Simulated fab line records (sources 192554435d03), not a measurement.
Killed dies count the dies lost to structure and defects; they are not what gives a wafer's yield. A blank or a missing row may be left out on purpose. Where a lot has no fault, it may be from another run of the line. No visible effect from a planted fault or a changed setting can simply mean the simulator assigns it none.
fab line records	flow n5_finfet
[record] lots = 6	wafers = 18	last_day = 17
route steps=1938 shown HKMG_FIN@422 PASSIVATION@1936
lots with no fault: from the same line, run without faults
start_h: hours from the record's first day to the start of the lot's first wafer shown	wait_h: time in hours since the lot's previous step	" repeats the value in the row above	L1.1+2: a row that stands for several wafers	- no value, or no start given	* or withheld: withheld	< > ~ a bound
route shown NAME@n: NAME is a module with steps in the file, n the number in the route of the first one	usual: mean/standard deviation taken from wafers without a fault	same: alike in all rows	chamber/n: place in a boat	sites: readings site by site	_std_site: standard deviation across them	_edge_site: mean of outer sites minus mean of inner sites	radius_mm: how far each site lies from the wafer's centre	mask NAME#n: copy n	behind: the last tool/chamber to shape the wafer	hold: what put the lot on hold/how long, in hours/how the hold closed	device: whichever transistor did not switch (one of n, p or np)	end of line: tests of these same wafers at the route's end	a step with no rows: only its recipe	killed: at the first sort, the dies lost to defects and structure; wafer yield is something else	map: a wafer's dies, x killed, . not, _ none there
set.NAME: setting as actually run; set.NAME@STEP: the setting as run at that earlier step	model.NAME: the simulator's own value behind a step, which no gauge read
lots at selected steps of the route; one table per step, one row per wafer
services: a tool's chamber out of use, with start hour (start_h, from the record's first day; less than 0 if before it), hours out, and reason
[[steps]]
[step N5_HKMG_FIN_COAT_29]
[recipe] resist = SOC	temp_c = 250	time_s = 60	spin_rpm = 1500	resist_thk_nm = 300
[step N5_HKMG_FIN_COAT_30]
[recipe] resist = SiARC	temp_c = 220	time_s = 60	spin_rpm = 1500	resist_thk_nm = 35
[step N5_HKMG_FIN_COAT_06]
[recipe] resist = CAR-ArF	spin_rpm = 1500	resist_thk_nm = 90
[step N5_HKMG_FIN_EBR_08]
[recipe] solvent = PGMEA	ebr_width_mm = 1.5
[step N5_HKMG_FIN_SOFTBAKE_07]
[recipe] temp_c = 110	time_s = 60	resist = CAR-ArF
[step N5_HKMG_FIN_EXPOSE_09]
[recipe] mask_id = NWFM	na = 1.35	source_shape = conventional	sigma_outer = 0.8	polarization = unpolarized	dose_mj = 39.25
[step N5_HKMG_FIN_PEB_10]
[recipe] peb_temp_c = withheld	peb_time_s = 60	resist = CAR-ArF
[step N5_HKMG_FIN_DEVELOP_11]
[recipe] develop_time_s = 30	developer = TMAH	resist = CAR-ArF	dev_temp_c = 23	rinse_liquid = diw	dry = air_spin
[step N5_HKMG_FIN_CD_MEAS_12]
[recipe] target_cd_nm = 92.8	landing_energy_ev = 500	detector = se_inlens
[usual] cd_nm = 93.1/0.55
[same] landing_energy_ev = 500
lot.wafer	tool	chamber	start_h	wait_h	cd_nm
L210.3	cd_sem-02	0	90.33	-	92.8
L210.5	"	0	"	"	93.0
L210.6	"	0	"	"	93.1
L214.1	cd_sem-03	0	114.00	-	92.4
L214.2	"	0	"	"	93.5
L214.3	"	0	"	"	92.6
L217.1	cd_sem-03	0	130.29	-	93.0
L217.3	"	0	"	"	92.7
L217.5	"	0	"	"	93.2
L220.3	cd_sem-01	0	150.64	-	92.1
L220.5	"	0	"	"	91.9
L220.6	"	0	"	"	92.4
L227.2	cd_sem-03	0	192.26	-	93.2
L227.3	"	0	"	"	92.7
L227.5	"	0	"	"	92.9
L228.3	cd_sem-01	0	195.61	-	93.8
L228.4	"	0	"	"	93.9
L228.5	"	0	"	"	92.6
[step N5_HKMG_FIN_OVL_MEAS_13]
[recipe] points_per_wafer = 44
[usual] NWFM_OVL = 0.2/0.89
lot.wafer	tool	chamber	start_h	wait_h	NWFM_OVL[nm]
L210.3	overlay-02	0	90.36	0.0	-0.8
L210.5	"	0	"	"	-0.7
L210.6	"	0	"	"	-0.2
L214.1	overlay-02	0	114.03	0.0	-1.6
L214.2	"	0	"	"	-1.4
L214.3	"	0	"	"	-1.6
L217.1	overlay-01	0	130.32	0.0	1.6
L217.3	"	0	"	"	1.1
L217.5	"	0	"	"	0.5
L220.3	overlay-01	0	150.67	0.0	-0.4
L220.5	"	0	"	"	-0.9
L220.6	"	0	"	"	-0.4
L227.2	overlay-02	0	192.29	0.0	1.0
L227.3	"	0	"	"	1.2
L227.5	"	0	"	"	0.9
L228.3	overlay-02	0	195.64	0.0	0.2
L228.4	"	0	"	"	0.6
L228.5	"	0	"	"	0.3
[step N5_HKMG_FIN_INSPECT_14]
[recipe] mode = adi	inspect_instrument = macro
[usual] raw_defect_count = 2.2/1.7
lot.wafer	tool	chamber	start_h	wait_h	raw_defect_count
L210.3	defect_inspect-02	-	90.38	0.0	0
L210.5	"	-	"	"	6
L210.6	"	-	"	"	5
L214.1	defect_inspect-02	-	114.05	0.0	3
L214.2	"	-	"	"	5
L214.3	"	-	"	"	4
L217.1	defect_inspect-01	-	130.34	0.0	1
L217.3	"	-	"	"	3
L217.5	"	-	"	"	1
L220.3	defect_inspect-01	-	150.69	0.0	3
L220.5	"	-	"	"	4
L220.6	"	-	"	"	1
L227.2	defect_inspect-01	-	192.31	0.0	0
L227.3	"	-	"	"	0
L227.5	"	-	"	"	3
L228.3	defect_inspect-02	-	195.66	0.0	2
L228.4	"	-	"	"	3
L228.5	"	-	"	"	1
[step N5_HKMG_FIN_DESCUM_17]
[recipe] chemistry = O2	time_s = 7.9	source_power_w = 50	bias_power_w = 20	pressure_mtorr = 20	rf_frequency_hz = 2.712e+07	temp_c = 40	resist = CAR-ArF	o2_flow_sccm = 225
[usual] drypump_motor_current_A = 6.0/0.44	oes_product_au = 0.77/0.088	rf_vpp_V = 243.1/1.3	showerhead_plenum_p_Torr = 2.09/0.061	temp_c = 39.98/0.11	throttle_valve_pct = 20.36/0.26
lot.wafer	tool	chamber	start_h	wait_h	drypump_motor_current_A	oes_product_au	rf_hours_counter_h	rf_vpp_V	showerhead_plenum_p_Torr	temp_c	throttle_valve_pct
L210.3	rie_diel-04	2	90.41	0.0	6.4	0.72	177	242.3	2.06	39.97	20.50
L210.5	"	3	"	"	6.1	0.84	-	242.1	2.03	40.12	20.10
L210.6	"	0	"	"	6.6	0.71	-	244.9	2.18	40.03	20.24
L214.1	rie_diel-03	1	114.16	0.1	6.6	0.89	33	242.9	2.04	39.92	19.98
L214.2	"	2	"	"	5.9	0.73	201	244.5	2.16	40.10	20.93
L214.3	"	0	"	"	5.3	0.73	164	242.7	2.10	40.10	20.46
L217.1	rie_diel-03	0	130.37	0.0	5.4	0.73	172	243.6	2.10	39.94	20.49
L217.3	"	1	"	"	6.6	0.90	41	244.3	2.04	40.02	20.02
L217.5	"	0	"	"	5.3	0.74	-	244.6	2.09	39.91	20.48
L220.3	rie_diel-03	3	150.73	0.0	5.5	0.91	29	242.0	2.05	40.18	20.33
L220.5	"	2	"	"	6.0	0.72	-	243.0	2.16	39.91	20.90
L220.6	"	3	"	"	5.5	0.91	-	243.2	2.05	40.05	20.33
L227.2	rie_diel-05	2	192.37	0.1	5.9	0.68	244	240.7	1.98	39.97	20.60
L227.3	"	3	"	"	6.1	0.70	231	244.3	2.13	40.06	20.08
L227.5	"	3	"	"	6.2	0.70	-	244.4	2.13	40.04	20.07
L228.3	rie_diel-04	2	195.73	0.1	6.3	0.69	222	241.0	2.04	39.89	20.58
L228.4	"	0	"	"	6.6	0.70	211	243.7	2.17	40.12	20.28
L228.5	"	0	"	"	6.6	0.69	-	244.5	2.17	40.10	20.28
[step N5_HKMG_FIN_ETCH_31]
[recipe] chemistry = CF4	target = SiARC	target_depth_a = 455	mask_material = CAR-ArF	time_s = 75.8	ion_energy_ev = 80	pressure_mtorr = 40	source_w = 545	bias_w = 36	Ar_flow_sccm = 100	cf4_flow_sccm = 100	ends = cleared
[usual] bias_w = 35.99/0.11	drypump_motor_current_A = 6.0/0.44	etch_rf_on_time_s = 75.5/1.8	oes_product_au = 0.66/0.075	rf_vpp_V = 183.8/1.1	showerhead_plenum_p_Torr = 2.14/0.052	throttle_valve_pct = 15.59/0.24
lot.wafer	tool	chamber	start_h	wait_h	bias_w	drypump_motor_current_A	etch_rf_on_time_s	oes_product_au	rf_hours_counter_h	rf_vpp_V	showerhead_plenum_p_Torr	throttle_valve_pct
L210.3	rie_diel-04	2	90.45	0.0	35.91	6.4	76.5	0.62	177	183.7	2.13	15.85
L210.5	"	3	"	"	36.05	6.1	76.6	0.70	-	182.2	2.08	15.29
L210.6	"	0	"	"	35.91	6.6	79.6	0.60	-	186.8	2.22	15.43
L214.1	rie_diel-03	1	114.20	0.0	36.04	6.5	72.9	0.77	33	182.3	2.10	15.25
L214.2	"	2	"	"	35.81	6.0	76.4	0.62	201	185.7	2.20	16.04
L214.3	"	0	"	"	36.09	5.4	75.7	0.63	164	183.6	2.14	15.67
L217.1	rie_diel-03	0	130.41	0.0	37.68	5.3	74.8	0.63	172	190.2	2.14	15.67
L217.3	"	1	"	"	37.89	6.6	70.4	0.78	41	190.2	2.10	15.28
L217.5	"	0	"	"	37.79	5.3	74.2	0.64	-	189.8	2.14	15.67
L220.3	rie_diel-03	3	150.76	0.0	38.04	5.5	72.0	0.78	29	189.8	2.12	15.57
L220.5	"	2	"	"	38.07	5.9	75.7	0.62	-	189.2	2.20	16.07
L220.6	"	3	"	"	37.93	5.5	72.7	0.80	-	190.7	2.12	15.59
L227.2	rie_diel-05	2	192.41	0.0	35.94	5.9	76.4	0.59	244	182.6	2.03	15.84
L227.3	"	3	"	"	36.04	6.1	77.7	0.59	231	183.5	2.20	15.47
L227.5	"	3	"	"	36.17	6.1	78.3	0.59	-	185.4	2.20	15.48
L228.3	rie_diel-04	2	195.76	0.0	36.11	6.4	75.7	0.59	222	183.5	2.11	15.94
L228.4	"	0	"	"	36.00	6.6	77.7	0.59	212	183.6	2.21	15.47
L228.5	"	0	"	"	35.95	6.6	77.9	0.59	-	185.1	2.21	15.47
[step N5_HKMG_FIN_ETCH_32]
[recipe] chemistry = N2/H2	target = SOC	target_depth_a = 2400	temp_c = 40	time_s = 300	ion_energy_ev = 200	mask_material = SiARC	pressure_mtorr = 30	source_w = 840	bias_w = 150	n2_flow_sccm = 200	h2_flow_sccm = 200
[usual] bias_w = 150.0/0.42	drypump_motor_current_A = 6.0/0.44	oes_product_au = 0.77/0.09	rf_vpp_V = 523.6/2.1	showerhead_plenum_p_Torr = 2.54/0.066	temp_c = 39.99/0.12	throttle_valve_pct = 17.81/0.27
lot.wafer	tool	chamber	start_h	wait_h	bias_w	drypump_motor_current_A	oes_product_au	rf_hours_counter_h	rf_vpp_V	showerhead_plenum_p_Torr	temp_c	throttle_valve_pct
L210.3	rie_diel-04	2	90.51	0.0	150.4	6.4	0.72	177	523.7	2.54	40.04	18.11
L210.5	"	3	"	"	150.5	6.0	0.84	-	522.0	2.47	39.90	17.58
L210.6	"	0	"	"	149.8	6.6	0.70	-	526.0	2.63	40.08	17.58
L214.1	rie_diel-03	1	114.26	0.0	149.5	6.6	0.91	33	521.6	2.49	40.07	17.51
L214.2	"	2	"	"	150.5	5.9	0.73	201	527.6	2.63	40.15	18.40
L214.3	"	3	"	"	149.6	5.5	0.95	16	521.7	2.51	40.16	17.76
L217.1	rie_diel-03	0	130.47	0.0	149.7	5.4	0.72	172	524.0	2.52	39.97	17.81
L217.3	"	1	"	"	149.7	6.6	0.90	41	521.5	2.49	40.05	17.50
L217.5	"	0	"	"	150.1	5.3	0.72	-	523.5	2.52	39.98	17.79
L220.3	rie_diel-03	3	150.82	0.0	149.8	5.5	0.90	29	521.7	2.50	39.96	17.77
L220.5	"	2	"	"	149.9	6.0	0.71	-	526.0	2.62	39.85	18.41
L220.6	"	3	"	"	151.0	5.5	0.91	-	523.3	2.50	40.00	17.78
L227.2	rie_diel-05	2	192.46	0.0	150.3	5.9	0.68	245	520.8	2.41	40.08	18.15
L227.3	"	3	"	"	149.9	6.1	0.69	231	526.3	2.60	39.84	17.59
L227.5	"	3	"	"	149.8	6.1	0.68	-	525.6	2.60	39.95	17.59
L228.3	rie_diel-04	2	195.82	0.0	149.9	6.3	0.70	222	522.8	2.52	39.90	18.15
L228.4	"	0	"	"	149.5	6.6	0.68	212	527.3	2.62	39.92	17.64
L228.5	"	0	"	"	149.8	6.6	0.68	-	526.2	2.62	39.98	17.64
[step N5_PASSIVATION_PROBE_49]
[usual] killed_at_M0_to_M3 = 34/11	killed_at_M4_up = 14/5.7	killed_at_contacts = 14/6.9	killed_at_front_end = 40/11	killed_at_other = 4/3.1	killed_dies = 105/17	killed_on_rim = 14/4.1	killed_open = 70/13	killed_short = 34/7.6
[same] gross_dies = 1180	killed_at_back_side = 0
lot.wafer	tool	chamber	start_h	wait_h	killed_at_M0_to_M3	killed_at_M4_up	killed_at_contacts	killed_at_front_end	killed_at_other	killed_dies	killed_on_rim	killed_open	killed_short
L210.3	prober-01	-	270.61	0.1	38	12	7	38	4	99	13	56	42
L210.5	prober-01	-	270.71	0.2	26	17	0	48	5	96	13	62	31
L210.6	prober-01	-	270.76	0.3	27	15	15	35	4	96	8	62	34
L214.1	prober-01	-	309.04	0.0	42	14	15	64	0	135	17	84	50
L214.2	prober-01	-	309.09	0.1	26	12	21	34	2	95	12	66	28
L214.3	prober-01	-	309.14	0.1	30	10	16	36	2	94	12	70	23
L217.1	prober-02	-	331.57	0.0	38	11	23	28	4	104	22	79	25
L217.3	prober-02	-	331.67	0.1	46	12	21	35	5	119	15	78	41
L217.5	prober-02	-	331.77	0.2	37	19	16	24	2	98	15	73	24
L220.3	prober-01	-	362.21	0.1	37	13	14	35	0	99	18	65	32
L220.5	prober-01	-	362.31	0.2	60	8	11	52	2	133	21	84	47
L220.6	prober-01	-	362.36	0.3	23	16	16	34	4	93	11	56	34
L227.2	prober-01	-	403.32	0.1	22	9	15	49	0	95	9	53	41
L227.3	prober-01	-	403.37	0.1	28	16	8	34	2	88	4	61	24
L227.5	prober-01	-	403.47	0.2	30	13	26	45	4	118	14	80	38
L228.3	prober-02	-	409.73	0.1	78	11	8	28	6	131	21	87	43
L228.4	prober-02	-	409.78	0.2	42	13	5	29	1	90	9	54	33
L228.5	prober-02	-	409.83	0.2	66	10	4	38	9	127	20	79	47
// killed by level:class
L210.3 BEOL_M0_SAQP:geometric_particle:short=12 DUMMY_GATE:geometric_particle:open=7 BEOL_M3:geometric_particle:open=7 BEOL_M1:geometric_particle:open=6 MOL_CONTACT_COAG:geometric_particle:open=5 STI_FIN_REVEAL:geometric_particle:open=4 BEOL_M0_SAQP:geometric_particle:open=4 GATE_CUT:geometric_particle:short=4
L210.5 DUMMY_GATE:geometric_particle:open=10 FIN_SAQP:geometric_particle:open=8 GATE_CUT:geometric_particle:short=6 FIN_SAQP:geometric_particle:short=5 BEOL_M0_SAQP:geometric_particle:open=5 BEOL_M0_SAQP:geometric_particle:short=5 BEOL_M2:geometric_particle:open=5 BEOL_M5:geometric_particle:open=5
L210.6 MOL_CONTACT_COAG:geometric_particle:open=14 STI_FIN_REVEAL:geometric_particle:open=10 BEOL_M1:geometric_particle:open=10 BEOL_M0_SAQP:geometric_particle:open=5 BEOL_M4:geometric_particle:open=4 BEOL_M4:geometric_particle:short=4 STARTING-WAFER:geometric_particle:short=4 STI_FIN_REVEAL:geometric_particle:short=3
L214.1 FIN_SAQP:geometric_particle:open=21 FIN_SAQP:geometric_particle:short=18 BEOL_M0_SAQP:geometric_particle:open=16 MOL_CONTACT_COAG:geometric_particle:open=11 BEOL_M0_SAQP:geometric_particle:short=11 DUMMY_GATE:geometric_particle:open=6 BEOL_M7:geometric_particle:open=4 MOL_CONTACT_COAG:geometric_particle:short=4
L214.2 MOL_CONTACT_COAG:geometric_particle:open=20 BEOL_M4:geometric_particle:open=8 BEOL_M2:geometric_particle:open=7 FIN_SAQP:geometric_particle:open=6 BEOL_M3:geometric_particle:open=6 DUMMY_GATE:geometric_particle:short=5 DUMMY_GATE:geometric_particle:open=5 BEOL_M0_SAQP:geometric_particle:short=5
L214.3 FIN_SAQP:geometric_particle:open=12 MOL_CONTACT_COAG:geometric_particle:open=12 FIN_SAQP:geometric_particle:short=7 BEOL_M2:geometric_particle:open=7 BEOL_M0_SAQP:geometric_particle:short=6 BEOL_M0:geometric_particle:open=6 BEOL_M3:geometric_particle:open=6 MOL_CONTACT_COAG:geometric_particle:short=4
L217.1 MOL_CONTACT_COAG:geometric_particle:open=20 BEOL_M2:geometric_particle:open=12 BEOL_M0_SAQP:geometric_particle:short=9 FIN_SAQP:geometric_particle:open=6 BEOL_M1:geometric_particle:open=6 STI_FIN_REVEAL:geometric_particle:open=5 BEOL_M0_SAQP:geometric_particle:open=5 STARTING-WAFER:geometric_particle:short=3
L217.3 MOL_CONTACT_COAG:geometric_particle:open=18 BEOL_M1:geometric_particle:open=16 FIN_SAQP:geometric_particle:short=7 BEOL_M0_SAQP:geometric_particle:short=7 BEOL_M2:geometric_particle:open=7 FIN_SAQP:geometric_particle:open=6 STI_FIN_REVEAL:geometric_particle:open=6 BEOL_M4:geometric_particle:open=5
L217.5 MOL_CONTACT_COAG:geometric_particle:open=14 BEOL_M4:geometric_particle:open=10 BEOL_M1:geometric_particle:open=9 BEOL_M2:geometric_particle:open=8 BEOL_M0_SAQP:geometric_particle:short=6 BEOL_M3:geometric_particle:open=5 STARTING-WAFER:geometric_particle:open=4 FIN_SAQP:geometric_particle:open=3
L220.3 MOL_CONTACT_COAG:geometric_particle:open=13 BEOL_M3:geometric_particle:open=10 BEOL_M1:geometric_particle:open=6 BEOL_M4:geometric_particle:open=5 BEOL_M0_SAQP:geometric_particle:open=5 BEOL_M0_SAQP:geometric_particle:short=5 STARTING-WAFER:geometric_particle:open=5 FIN_SAQP:geometric_particle:short=4
L220.5 BEOL_M0_SAQP:geometric_particle:short=16 FIN_SAQP:geometric_particle:short=11 FIN_SAQP:geometric_particle:open=11 STI_FIN_REVEAL:geometric_particle:open=11 BEOL_M1:geometric_particle:open=11 BEOL_M3:geometric_particle:open=10 MOL_CONTACT_COAG:geometric_particle:open=9 BEOL_M2:geometric_particle:open=8
L220.6 MOL_CONTACT_COAG:geometric_particle:open=11 BEOL_M4:geometric_particle:open=9 FIN_SAQP:geometric_particle:short=8 BEOL_M3:geometric_particle:open=7 STI_FIN_REVEAL:geometric_particle:open=6 GATE_CUT:geometric_particle:short=6 MOL_CONTACT_COAG:geometric_particle:short=5 FIN_SAQP:geometric_particle:open=4
L227.2 STI_FIN_REVEAL:geometric_particle:open=12 MOL_CONTACT_COAG:geometric_particle:open=12 FIN_SAQP:geometric_particle:short=10 BEOL_M0_SAQP:geometric_particle:short=6 STARTING-WAFER:geometric_particle:short=6 FIN_SAQP:geometric_particle:open=5 BEOL_M4:geometric_particle:open=4 DUMMY_GATE:geometric_particle:open=4
L227.3 FIN_SAQP:geometric_particle:open=9 BEOL_M0_SAQP:geometric_particle:short=9 BEOL_M4:geometric_particle:open=9 STI_FIN_REVEAL:geometric_particle:open=6 BEOL_M2:geometric_particle:open=6 MOL_CONTACT_COAG:geometric_particle:open=5 BEOL_M0_SAQP:geometric_particle:open=5 BEOL_M3:geometric_particle:open=5
L227.5 MOL_CONTACT_COAG:geometric_particle:open=20 BEOL_M3:geometric_particle:open=11 FIN_SAQP:geometric_particle:open=9 BEOL_M2:geometric_particle:open=8 STI_FIN_REVEAL:geometric_particle:open=7 GATE_CUT:geometric_particle:short=7 MOL_CONTACT_COAG:geometric_particle:short=6 FIN_SAQP:geometric_particle:short=5
L228.3 BEOL_M0_SAQP:geometric_particle:open=23 BEOL_M0_SAQP:geometric_particle:short=21 BEOL_M1:geometric_particle:open=12 BEOL_M3:geometric_particle:open=10 BEOL_M2:geometric_particle:open=8 MOL_CONTACT_COAG:geometric_particle:open=6 STI_FIN_REVEAL:geometric_particle:open=5 GATE_CUT:geometric_particle:short=5
L228.4 BEOL_M1:geometric_particle:open=12 BEOL_M0_SAQP:geometric_particle:short=11 BEOL_M0_SAQP:geometric_particle:open=10 STI_FIN_REVEAL:geometric_particle:open=5 MOL_CONTACT_COAG:geometric_particle:open=5 STARTING-WAFER:geometric_particle:short=4 BEOL_M0:geometric_particle:open=3 BEOL_M1:geometric_particle:short=3
L228.5 BEOL_M1:geometric_particle:open=19 BEOL_M0_SAQP:geometric_particle:short=15 STI_FIN_REVEAL:geometric_particle:open=13 BEOL_M0_SAQP:geometric_particle:open=10 BEOL_M2:geometric_particle:open=10 FIN_SAQP:geometric_particle:short=6 STI_FIN_REVEAL:geometric_particle:short=5 BEOL_M4:geometric_particle:open=4
[[services]]
tool	chamber	start_h	hours	kind
rie_diel-03	-	95.44	6.3	repair
rie_diel-04	1	111.29	4.4	repair
rie_diel-04	0	137.60	42.6	repair
rie_diel-05	-	172.74	15.6	pm
[[key]]
[first_sign] step = N5_HKMG_FIN_ETCH_31	reading = bias_w	direction = up	sigmas = 18	usual = *	struck = *
[effect] step = N5_HKMG_FIN_ETCH_31	reading = rf_vpp_V	direction = up	sigmas = 5.7	usual = 183.8	struck = 190.0
met_at N5_HKMG_FIN_ETCH_31
struck_wafers L217.1,L217.3,L217.5,L220.3,L220.5,L220.6
tester_left_out L217,L220
onset_between 114.20 130.41
[fault] kind = process_parameter_drift	tool = rie_diel-03	chamber = -	onset_h = 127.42	steps = N5_HKMG_FIN_ETCH_31	channel = bias_w	offset = *	shape = step	end_h = 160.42	acts_in = *	stated = *
// tester_left_out: of these lots the tester's yield and bins aren't shown, on N5 and GAA mostly nor the transistor test; their killed dies are dies lost to structure and defects alone, not to doping, threshold or leakage, so they don't give the yield
